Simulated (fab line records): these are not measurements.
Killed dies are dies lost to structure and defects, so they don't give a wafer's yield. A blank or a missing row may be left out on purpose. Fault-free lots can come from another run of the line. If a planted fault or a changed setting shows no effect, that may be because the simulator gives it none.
A struck lot beside a sound one | flow n5 finfet | 16 steps out of a route of 1938
Sound: wafers L187.2, L187.3, L187.6. Struck: wafers L198.1, L198.4. (L198.5 of the same lot was not struck and is left out.) The cause comes at the end.
For every step that has rows: the tool of each side, followed by ch and its chambers, followed by its first start. Under that, the readings that differ: sound wafers | struck wafers | difference of the means | sigmas: that difference in standard deviations of wafers without a fault.
alike: same words and numbers on both sides, and readings whose means sit less than 2 such deviations apart. not compared: any withheld reading, any reading some wafer has no value for, any bound like >300 that may hide the same value, and any number with overlapping values for which the record gives no deviation.
Wherever a step has rows on one side only, a row that says differs or no value, or a row with sigmas, the two part there. Non-overlapping numbers with no deviation appear without sigmas and do not part them. Lack of a reading on every wafer of one side parts them only where that side has two or more wafers.

first, 7 steps without rows for these wafers: N5_BEOL_M2_COAT_76 (time 60 s, resist thk 5 nm); N5_BEOL_M2_COAT_22 (resist thk 30 nm); N5_BEOL_M2_EBR_24; N5_BEOL_M2_SOFTBAKE_23 (time 60 s); N5_BEOL_M2_EXPOSE_25 (exposes mask V1, defocus 5 nm); N5_BEOL_M2_PEB_26 (peb time 60 s); N5_BEOL_M2_DEVELOP_27 (develop time 30 s).
N5_BEOL_M2_CD_MEAS_28: target cd 26.2 nm, target cd y 24.1 nm.
  sound on cd sem-03 ch 0, day 7 05:16; struck on cd sem-02 ch 0, day 9 18:58
  alike: cd nm
N5_BEOL_M2_OVL_MEAS_29:
  sound on overlay-02 ch 0, day 7 05:19; struck on overlay-01 ch 0, day 9 19:00
  alike: V1_OVL
N5_BEOL_M2_INSPECT_30: inspects for defects (brightfield).
  sound on defect inspect-01, day 7 05:22; struck on defect inspect-01, day 9 19:04
  alike: raw defect count
N5_BEOL_M2_DESCUM_33: chemistry O2, time 7 s.
  sound on rie diel-04 ch 0,1, day 7 05:48; struck on rie diel-06 ch 0,2, day 9 19:05
  alike: drypump motor current A, oes product au, rf vpp V, showerhead plenum p Torr, throttle valve pct
  not compared: rf hours counter h
N5_BEOL_M2_ETCH_77: etches underlayer in N2/H2, target depth 6.5 nm, time 5.2 s.
  sound on rie diel-04 ch 0,1, day 7 05:50; struck on rie diel-06 ch 0,2, day 9 19:08
  alike: drypump motor current A, etch rf on time s, oes product au, rf vpp V, showerhead plenum p Torr, throttle valve pct
  not compared: rf hours counter h
N5_BEOL_M2_ETCH_69: etches SiARC in CF4, target depth 15.6 nm, time 26 s.
  sound on rie diel-04 ch 0,1, day 7 05:51; struck on rie diel-06 ch 0,2, day 9 19:08
  reading               | sound          | struck    | difference | sigmas
  etch rf on time s (s) | 25.8 25.8 26.0 | 20.3 18.2 | -6.6       | -8
  oes product au (a.u.) | 0.65 0.62 0.62 | 0.74 0.99 | +0.23      | +4
  alike: drypump motor current A, rf vpp V, showerhead plenum p Torr, throttle valve pct
  not compared: rf hours counter h
N5_BEOL_M2_ALD_98: deposits SiO2, target thk 2.5 nm, pulse time 1 s, co reactant pulse time 1 s.
  sound on ald sin-01 ch 1,2, day 7 05:56; struck on ald sin-01 ch 0,3, day 9 19:14
  alike: chamber pressure Torr, heater power w, precursor pulse height rel
N5_BEOL_M4_RC_MEAS_101:
  sound on prober-01 ch 0, day 8 14:43; struck on prober-02 ch 0, day 11 02:26
  alike: DIBL_N, DIBL_P, IOFF_N, IOFF_P, ION_N, ION_P, SS_N, SS_P, VT_N, VT_P
-- a jump in the record: the struck wafers' starts before and after are 5 days apart (it breaks off in module BEOL_M4 and resumes in module PASSIVATION, where the first step shown is number 1936 of the route) --
N5_PASSIVATION_PROBE_49:
  sound on prober-02, day 12 22:47; struck on prober-02, day 15 20:04
  alike: defect limited yield, killed_at_M0_to_M3, killed_at_M4_up, killed at contacts, killed at front end, killed at other, killed dies, killed open, killed short, sort_bin_4_leakage, sort_bin_5_function, sort_bin_6_memory, sort n pass, sort yield pct

## WHERE THEY PART
Only at N5_BEOL_M2_ETCH_69, as far as this record shows. Later steps at which nothing parts them and some readings are alike: N5_BEOL_M2_ALD_98, N5_BEOL_M4_RC_MEAS_101, N5_PASSIVATION_PROBE_49.

WHY: whatever the simulator had introduced
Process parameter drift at N5_BEOL_M2_ETCH_69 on rie diel-06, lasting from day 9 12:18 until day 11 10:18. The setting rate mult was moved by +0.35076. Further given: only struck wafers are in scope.
